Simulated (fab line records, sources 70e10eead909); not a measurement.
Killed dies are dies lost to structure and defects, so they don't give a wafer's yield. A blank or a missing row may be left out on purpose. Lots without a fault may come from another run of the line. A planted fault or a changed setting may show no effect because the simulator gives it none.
fab line records | flow nand_harc
record lots=6 wafers=18 last_day=33
route steps=1302 shown A_ONON_D1@449 A_CHANNEL_HOLE_D1@450
lots that met no fault: from a run of the same line without faults
start_h: hours from the record's first day to the start of the lot's first wafer shown | wait_h: hours since the lot's step before | " the same as in the row above | L1.1+2: a row that stands for several wafers | - no value, or no start given | * or withheld: withheld | < > ~ a bound
route shown NAME@n: a module of which the file shows steps, and the number in the route of the first | usual: mean/standard deviation of fault-free wafers | same: alike in all rows | chamber/n: place in a boat | sites: the reading at each site | _std_site: their standard deviation | _edge_site: outer sites' mean less inner sites' | radius_mm: how far each site lies from the wafer's centre | mask NAME#n: copy n | behind: the tool/chamber that last shaped the wafer | hold: why the lot was held/for how many hours/how that ended | device: the transistor (n, p or np) that didn't switch | end of line: the same wafers' tests at the end of the route | a step without rows: its recipe alone | killed: dies lost to structure and defects at the first sort, not the wafer's yield | map: a wafer's dies, x killed, . not, _ none there
set.NAME: the setting as run; set.NAME@STEP: as run at that earlier step | model.NAME: the simulator's own value behind a step, which no gauge read
lots at some steps of the route; a table a step, a row a wafer
services: from which hour (start_h, from the record's first day; less than 0 if before it) a tool's chamber was out of use, for how many hours, and why
## steps
# step NHARC_A_ONON_D1_INSPECT_32
# usual raw_defect_count=73/28
# columns lot.wafer tool chamber start_h wait_h raw_defect_count
L238.2 defect_inspect-02 - 187.36 0.0 45
L238.3 " - " " 47
L238.5 " - " " 70
L242.1 defect_inspect-02 - 222.66 0.0 47
L242.2 " - " " 44
L242.5 " - " " 64
L252.3 defect_inspect-01 - 327.86 0.0 166
L252.4 " - " " 170
L252.6 " - " " 149
L253.2 defect_inspect-01 - 333.10 0.0 60
L253.4 " - " " 46
L253.5 " - " " 107
L258.2 defect_inspect-01 - 389.83 0.0 44
L258.5 " - " " 45
L258.6 " - " " 61
L259.1 defect_inspect-01 - 389.97 0.0 119
L259.2 " - " " 50
L259.4 " - " " 79
# step NHARC_A_CHANNEL_HOLE_D1_DEP_00
# recipe target_thk_a=31000 temp_c=400 material=aC
# usual susceptor_temp_C=399.97/0.22 throttle_valve_pct=35.000/0.0094
# columns lot.wafer tool chamber start_h wait_h susceptor_temp_C throttle_valve_pct
L238.2 acl_dep-03 0 193.53 6.2 - 35.005
L238.3 " 0 " " - 34.994
L238.5 " 0 " " - 35.002
L242.1 acl_dep-03 0 222.73 0.1 400.07 35.020
L242.2 " 0 " " 400.10 34.999
L242.5 " 0 " " 400.34 34.999
L252.3 acl_dep-01 0 328.55 0.7 399.82 35.011
L252.4 " 0 " " 399.97 35.008
L252.6 " 0 " " 400.02 35.003
L253.2 acl_dep-02 0 335.12 2.0 - 35.019
L253.4 " 0 " " - 34.998
L253.5 " 0 " " - 34.995
L258.2 acl_dep-02 0 392.59 2.8 400.09 35.015
L258.5 " 0 " " 399.94 35.003
L258.6 " 0 " " 399.81 34.992
L259.1 acl_dep-02 0 394.17 4.2 400.01 35.003
L259.2 " 0 " " 399.70 35.003
L259.4 " 0 " " 399.62 35.006
# step NHARC_A_CHANNEL_HOLE_D1_DEP_01
# recipe target_thk_a=1400 target_thk_nm=140 temp_c=400 pressure_torr=3.5 flow_sccm=200 rf_w=350 material=SiON
# usual heater_power_w=731/74 susceptor_temp_C=399.93/0.21
# columns lot.wafer tool chamber start_h wait_h heater_power_w susceptor_temp_C
L238.2 pecvd-04 1 195.13 1.3 705 399.86
L238.3 " 0 " " 782 399.84
L238.5 " 0 " " 762 399.66
L242.1 pecvd-03 1 224.70 1.6 845 399.91
L242.2 " 2 " " 746 399.80
L242.5 " 1 " " 836 400.25
L252.3 pecvd-03 0 329.90 1.0 661 399.88
L252.4 " 1 " " 843 400.41
L252.6 " 0 " " 531 400.14
L253.2 pecvd-04 0 336.76 1.3 772 399.89
L253.5 " 0 " " 762 400.09
L253.4 " 1 " " 795 400.11
L258.2 pecvd-02 1 394.25 1.3 751 399.82
L258.6 " 2 " " 737 399.89
L258.5 " 1 " " 769 399.49
L259.1 pecvd-04 2 396.10 1.6 623 399.82
L259.2 " 0 " " 723 400.07
L259.4 " 1 " " 817 400.39
# step NHARC_A_CHANNEL_HOLE_D1_DEHYDRATE_02
# recipe temp_c=150 time_s=120
# step NHARC_A_CHANNEL_HOLE_D1_HMDS_03
# recipe time_s=30
# step NHARC_A_CHANNEL_HOLE_D1_COAT_36
# recipe temp_c=260 time_s=75
# step NHARC_A_CHANNEL_HOLE_D1_COAT_37
# recipe temp_c=225 time_s=65
# step NHARC_A_CHANNEL_HOLE_D1_COAT_04
# recipe spin_rpm=1500 resist_thk_nm=90
# step NHARC_A_CHANNEL_HOLE_D1_SOFTBAKE_05
# recipe temp_c=105 time_s=55
# step NHARC_A_CHANNEL_HOLE_D1_EBR_06
# step NHARC_A_CHANNEL_HOLE_D1_EXPOSE_07
# recipe na=1.35 target_cd_nm=100 sigma_outer=0.3 dose_mj=59.65 mask_id=HOLE_D1
# step NHARC_A_CHANNEL_HOLE_D1_PEB_08
# recipe peb_temp_c=100 peb_time_s=65
# step NHARC_A_CHANNEL_HOLE_D1_DEVELOP_09
# recipe develop_time_s=35 dev_temp_c=23
# columns lot.wafer tool chamber start_h wait_h
L238.2+3+5 litho_track-06 0 195 -
L242.1+2+5 litho_track-04 0 225 -
L252.3+4+6 litho_track-04 0 330 -
L253.2+4+5 litho_track-04 0 337 -
L258.2+5+6 litho_track-06 0 394 -
L259.1+2+4 litho_track-01 0 396 -
# step NHARC_A_CHANNEL_HOLE_D1_CD_MEAS_10
# recipe target_cd_nm=100 landing_energy_ev=500
# usual cd_nm=100.1/0.62
# columns lot.wafer tool chamber start_h wait_h cd_nm
L238.2 cd_sem-01 0 195.73 - 100.8
L238.3 " 0 " " 101.0
L238.5 " 0 " " 100.7
L242.1 cd_sem-03 0 225.40 - 100.5
L242.2 " 0 " " 99.2
L242.5 " 0 " " 99.9
L252.3 cd_sem-02 0 330.44 - 100.5
L252.4 " 0 " " 102.4
L252.6 " 0 " " 101.1
L253.2 cd_sem-02 0 337.49 - 101.2
L253.4 " 0 " " 101.5
L253.5 " 0 " " 101.5
L258.2 cd_sem-01 0 394.79 - 100.3
L258.5 " 0 " " 101.2
L258.6 " 0 " " 101.0
L259.1 cd_sem-01 0 396.82 - 99.7
L259.2 " 0 " " 100.3
L259.4 " 0 " " 99.0
# step NHARC_A_CHANNEL_HOLE_D1_OVL_MEAS_11
# usual overlay_x_nm=-0.1/0.73 overlay_y_nm=0.0/0.82
# columns lot.wafer tool chamber start_h wait_h overlay_x_nm overlay_y_nm
L238.2 overlay-02 - 195.81 - 0.9 -0.3
L238.3 " - " " 0.7 -0.4
L238.5 " - " " 0.9 -0.7
L242.1 overlay-02 - 225.49 - -0.9 -0.7
L242.2 " - " " -0.3 -1.0
L242.5 " - " " -0.2 -0.8
L252.3 overlay-01 - 330.52 - -0.9 1.7
L252.4 " - " " -0.8 1.9
L252.6 " - " " -1.0 2.1
L253.2 overlay-01 - 337.58 - 1.4 0.5
L253.4 " - " " 0.7 0.3
L253.5 " - " " 1.0 0.6
L258.2 overlay-01 - 394.88 - 0.5 -0.4
L258.5 " - " " 0.8 -0.9
L258.6 " - " " 0.6 -0.5
L259.1 overlay-01 - 396.90 - -0.2 -0.5
L259.2 " - " " 0.1 0.1
L259.4 " - " " -0.4 -0.2
# step NHARC_A_CHANNEL_HOLE_D1_INSPECT_12
# usual raw_defect_count=5.5/2.8
# columns lot.wafer tool chamber start_h wait_h raw_defect_count
L238.2 defect_inspect-02 - 195.85 0.0 4
L238.3 " - " " 2
L238.5 " - " " 5
L242.1 defect_inspect-01 - 225.53 0.0 5
L242.2 " - " " 4
L242.5 " - " " 6
L252.3 defect_inspect-01 - 330.56 0.0 11
L252.4 " - " " 7
L252.6 " - " " 10
L253.2 defect_inspect-01 - 337.61 0.0 7
L253.4 " - " " 1
L253.5 " - " " 5
L258.2 defect_inspect-01 - 394.92 0.0 7
L258.5 " - " " 2
L258.6 " - " " 6
L259.1 defect_inspect-02 - 396.94 0.0 9
L259.2 " - " " 2
L259.4 " - " " 10
# step NHARC_A_CHANNEL_HOLE_D1_DESCUM_15
# recipe time_s=3 o2_flow_sccm=200 ar_flow_sccm=0 bias_power_w=0 chemistry=O2
# usual drypump_motor_current_A=5.5/0.4 oes_product_au=0.995/0.011 rf_vpp_V=57.9/0.84 showerhead_plenum_p_Torr=1.92/0.08 throttle_valve_pct=11.312/0.0093
# columns lot.wafer tool chamber start_h wait_h drypump_motor_current_A oes_product_au rf_hours_counter_h rf_vpp_V showerhead_plenum_p_Torr throttle_valve_pct model.A_CHANNEL_HOLE_D1.cd_nm
L238.2 rie_diel-06 2 195.91 0.1 5.4 1.004 20 57.8 1.86 11.313 101
L238.3 " 1 " " 5.3 1.026 18 57.8 1.91 11.314 100.5
L238.5 " 2 " " 5.4 0.999 - 57.7 1.86 11.305 100.9
L242.1 rie_diel-03 1 225.59 0.1 5.8 0.993 2 58.6 2.08 11.313 100.4
L242.2 " 3 " " 5.6 1.009 45 58.3 1.91 11.298 99.08
L242.5 " 2 " " 5.4 0.963 - 57.6 1.96 11.310 100.7
L252.3 rie_diel-08 2 330.62 0.1 6.2 0.987 10 59.9 2.04 11.309 99.77
L252.4 " 0 " " 5.0 0.988 11 58.0 1.90 11.305 102.7
L252.6 " 3 " " 5.6 0.995 - 58.2 1.89 11.302 101.1
L253.4 rie_diel-08 2 337.68 0.1 6.2 0.981 11 59.6 2.04 11.320 101
L253.2 " 3 " " 5.6 0.988 14 58.3 1.89 11.316 100.7
L253.5 " 2 " " 6.2 0.987 - 56.9 2.04 11.302 100.4
L258.2 rie_diel-08 1 394.99 0.1 5.3 0.989 0 56.2 1.83 11.316 99.67
L258.6 " 3 " " 5.6 0.984 - 56.6 1.89 11.323 101.4
L258.5 " 0 " " 5.0 0.984 - 56.4 1.90 11.304 100.8
L259.1 rie_diel-08 3 397.02 0.1 5.6 0.992 1 57.4 1.89 11.316 100.5
L259.4 " 0 " " 5.0 1.002 1 59.0 1.90 11.304 99.26
L259.2 " 1 " " 5.3 0.986 1 57.4 1.83 11.298 99.23
# step NHARC_A_CHANNEL_HOLE_D1_ETCH_38
# recipe target_depth_a=390 over_etch_frac=0.3 time_s=65 ion_energy_ev=80 cf4_flow_sccm=150 ar_flow_sccm=0 rf_w=300 bias_w=100 chemistry=CF4
# usual drypump_motor_current_A=5.5/0.4 oes_product_au=0.996/0.011 rf_vpp_V=151.4/1.1 showerhead_plenum_p_Torr=1.78/0.069 throttle_valve_pct=13.284/0.0093
# columns lot.wafer tool chamber start_h wait_h drypump_motor_current_A oes_product_au rf_hours_counter_h rf_vpp_V showerhead_plenum_p_Torr throttle_valve_pct
L238.3 rie_diel-06 1 196.01 0.1 5.3 1.021 18 151.2 1.77 13.286
L238.2 " 2 " " 5.4 0.998 20 151.0 1.72 13.277
L238.5 " 0 " " 5.0 0.991 - 152.7 1.90 13.273
L242.2 rie_diel-03 1 225.69 0.1 5.8 1.002 2 152.7 1.91 13.290
L242.1 " 3 " " 5.6 1.008 45 152.0 1.77 13.284
L242.5 " 2 " " 5.4 0.974 - 152.5 1.81 13.278
L252.4 rie_diel-08 3 330.72 0.1 5.6 0.991 13 150.5 1.75 13.276
L252.3 " 0 " " 5.0 0.989 11 153.1 1.76 13.287
L252.6 " 2 " " 6.2 1.006 - 152.3 1.88 13.280
L253.4 rie_diel-08 2 337.77 0.1 6.2 0.990 11 151.7 1.88 13.281
L253.2 " 3 " " 5.6 0.985 14 150.8 1.75 13.283
L253.5 " 1 " " 5.3 0.992 - 149.1 1.70 13.279
L258.2 rie_diel-08 1 395.06 0.1 5.3 1.004 0 149.8 1.70 13.276
L258.5 " 1 " " 5.3 0.983 - 150.7 1.70 13.264
L258.6 " 2 " " 6.2 0.994 - 153.1 1.88 13.262
L259.2 rie_diel-08 1 397.11 0.1 5.3 0.988 1 150.6 1.70 13.288
L259.1 " 3 " " 5.6 0.977 1 150.8 1.75 13.283
L259.4 " 0 " " 5.0 0.989 1 150.5 1.76 13.292
## services
# columns tool chamber start_h hours kind
litho_track-06 - 179.00 7.0 pm
pecvd-03 - 185.05 13.0 pm
acl_dep-01 - 186.14 13.0 pm
rie_diel-08 - 190.80 9.0 pm
litho_track-04 - 203.00 7.0 pm
rie_diel-06 0 205.30 7.9 repair
rie_diel-08 2 220.81 3.7 repair
rie_diel-08 2 235.95 8.1 repair
acl_dep-02 - 245.74 13.0 pm
rie_diel-06 0 266.68 1.7 repair
pecvd-04 - 269.01 13.0 pm
rie_diel-03 - 281.44 9.0 pm
acl_dep-03 - 298.49 13.0 pm
rie_diel-06 3 299.02 2.8 repair
rie_diel-06 - 307.39 9.0 pm
rie_diel-08 0 317.44 8.6 repair
rie_diel-03 2 346.07 1.6 repair
litho_track-06 - 354.00 7.0 pm
acl_dep-02 - 357.94 0.5 repair
pecvd-03 1 364.23 11.0 repair
pecvd-03 - 366.05 13.0 pm
rie_diel-08 - 367.80 9.0 pm
pecvd-04 - 373.59 0.8 repair
litho_track-04 - 378.00 7.0 pm
## key
first_sign step=NHARC_A_CHANNEL_HOLE_D1_CD_MEAS_10 reading=cd_nm direction=up sigmas=2 usual=100.1 struck=101.4
effect none on later readings
model_effect step=NHARC_A_CHANNEL_HOLE_D1_DESCUM_15 value=A_CHANNEL_HOLE_D1.cd_nm without=99.61 struck=100.9
met_at NHARC_A_CHANNEL_HOLE_D1_DEVELOP_09
struck_wafers L252.3,L252.4,L252.6,L253.2,L253.4,L253.5
tester_left_out L252,L253
onset_between 225 330
fault kind=process_parameter_drift tool=litho_track-04 chamber=- onset_h=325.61 steps=NHARC_A_CHANNEL_HOLE_D1_DEVELOP_09 channel=develop_time_s offset=* shape=step end_h=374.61 acts_in=* stated=*
# tester_left_out: of these lots the tester's yield and bins aren't shown, on N5 and GAA mostly nor the transistor test; their killed dies are dies lost to structure and defects alone, not to doping, threshold or leakage, so they don't give the yield
